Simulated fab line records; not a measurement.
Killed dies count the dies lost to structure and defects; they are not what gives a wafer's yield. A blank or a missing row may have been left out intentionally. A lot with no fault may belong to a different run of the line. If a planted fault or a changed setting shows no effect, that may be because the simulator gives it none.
8D (eight disciplines) problem report, filled in by code :: flow n5_finfet :: the parts of the form that need people (team, actions taken, sign-off) are left out

## 1. PROBLEM STATEMENT
At N5_BEOL_M1_INSPECT_30, raw_defect_count averages 1576 over 9 wafers from 3 lots, while fault-free wafers read 409, standard deviation 98. Measured from the usual mean, that is +12 standard deviations.
The step: inspects for defects (brightfield).
First seen on wafer L529.1, day 10 03:57, on defect_inspect-02. The record has a number at this step for 24 wafers belonging to 8 lots. Rule for "out" (also "out of limits"): further than 4 standard deviations from the usual mean. All remaining wafers that have a number are taken as sound.

## 2. WHAT IT IS, WHAT IT ISN'T
question: which readings at this step
is: raw_defect_count
is not: -

question: which lots
is: L528, L529, L532
is not: L512, L518, L521, L527, L535

question: which wafers of those lots
is: all that have a number
is not: -

question: read on which gauges
is: defect_inspect-01, defect_inspect-02
is not: -

question: when
is: from day 10 03:57
is not: up to then (12 sound wafers); but 3 sound wafers of L535 came after

## 3. WHAT RULES OUT EACH SUSPECT
Counting: a tool at any process step up to the reading remains a suspect when it ran all the lots that are out and ran no sound lot after the first of those.
- the gauge at N5_BEOL_M1_INSPECT_30 is ruled out. 2 gauges (defect_inspect-01, defect_inspect-02) read the wafers that are out.
- rie_diel-05 at N5_BEOL_M1_DESCUM_16 (chemistry O2, time 7 s): kept. All lots that are out passed through it, beginning with L529 at day 10 03:01, and no sound lot followed; its final sound lot before that point was L518 at day 7 13:26.
- rie_diel-05 at N5_BEOL_M1_ETCH_74 (etches underlayer in N2/H2, target depth 6.5 nm, time 5.2 s): kept. All lots that are out passed through it, beginning with L529 at day 10 03:03, and no sound lot followed; its final sound lot before that point was L518 at day 7 13:28.
- rie_diel-05 at N5_BEOL_M1_STRIP_66 (strips in CF4): kept. All lots that are out passed through it, beginning with L529 at day 10 03:14, and no sound lot followed; its final sound lot before that point was L518 at day 7 13:38.
The count leaves rie_diel-05 at N5_BEOL_M1_DESCUM_16, rie_diel-05 at N5_BEOL_M1_ETCH_74, and rie_diel-05 at N5_BEOL_M1_STRIP_66.

## 4. THE CAUSE (what the simulator had put in)
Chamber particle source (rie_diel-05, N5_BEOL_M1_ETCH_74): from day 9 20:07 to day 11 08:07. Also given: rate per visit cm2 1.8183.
3 suspects survive the count, and this tool is in that group.

## 5. THE EFFECT CHAIN, in route order
Each row: a reading whose mean over the struck wafers that have a number lies more than 3 standard deviations from the usual. Scope: only readings with a usual standard deviation given in the record; hours: median across lots of the time from each lot's start at the first step in this table that gives one to its start at this step; sigmas: change in usual standard deviations.
hours: 0
step: N5_BEOL_M1_INSPECT_30
reading: raw_defect_count
usual: 409
on struck wafers: 1576
change: +1167
sigmas: +12

hours: 155
step: N5_PASSIVATION_PROBE_49
reading: defect_limited_yield
usual: 90.9 %
on struck wafers: 80.6
change: -10.3
sigmas: -7.9

hours: 155
step: N5_PASSIVATION_PROBE_49
reading: killed_at_M0_to_M3
usual: 35
on struck wafers: 161
change: +126
sigmas: +13

hours: 155
step: N5_PASSIVATION_PROBE_49
reading: killed_dies
usual: 108
on struck wafers: 229
change: +121
sigmas: +7.5

hours: 155
step: N5_PASSIVATION_PROBE_49
reading: sort_bin_5_function
usual: 5.4 %
on struck wafers: 11.7
change: +6.3
sigmas: +7.0

hours: 155
step: N5_PASSIVATION_PROBE_49
reading: sort_n_pass
usual: 1072
on struck wafers: 951
change: -121
sigmas: -7.5

hours: 155
step: N5_PASSIVATION_PROBE_49
reading: sort_yield_pct
usual: 90.9 %
on struck wafers: 80.6
change: -10.3
sigmas: -7.9
It contains these process steps:
- N5_PASSIVATION_PROBE_49
At these later measuring or inspecting steps, every struck wafer for which the step has a row has a number for every such reading, and none has moved that far: N5_BEOL_M4_RC_MEAS_101.

## 6. WHAT WOULD HAVE CAUGHT IT SOONER
The first out-of-limits reading at a measuring or inspecting step in this record came at day 10 03:57, 8 hours after the fault's start at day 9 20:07.
An alarm limit of 4 standard deviations would not have fired on the tool readings at N5_BEOL_M1_ETCH_74 for which the record gives a usual standard deviation, since none of them was out on any struck wafer.
Lots out: 3; of these, L532 started N5_BEOL_M1_ETCH_74 on rie_diel-05 after day 10 03:57. Had the tool been put on hold then, it would have been spared.
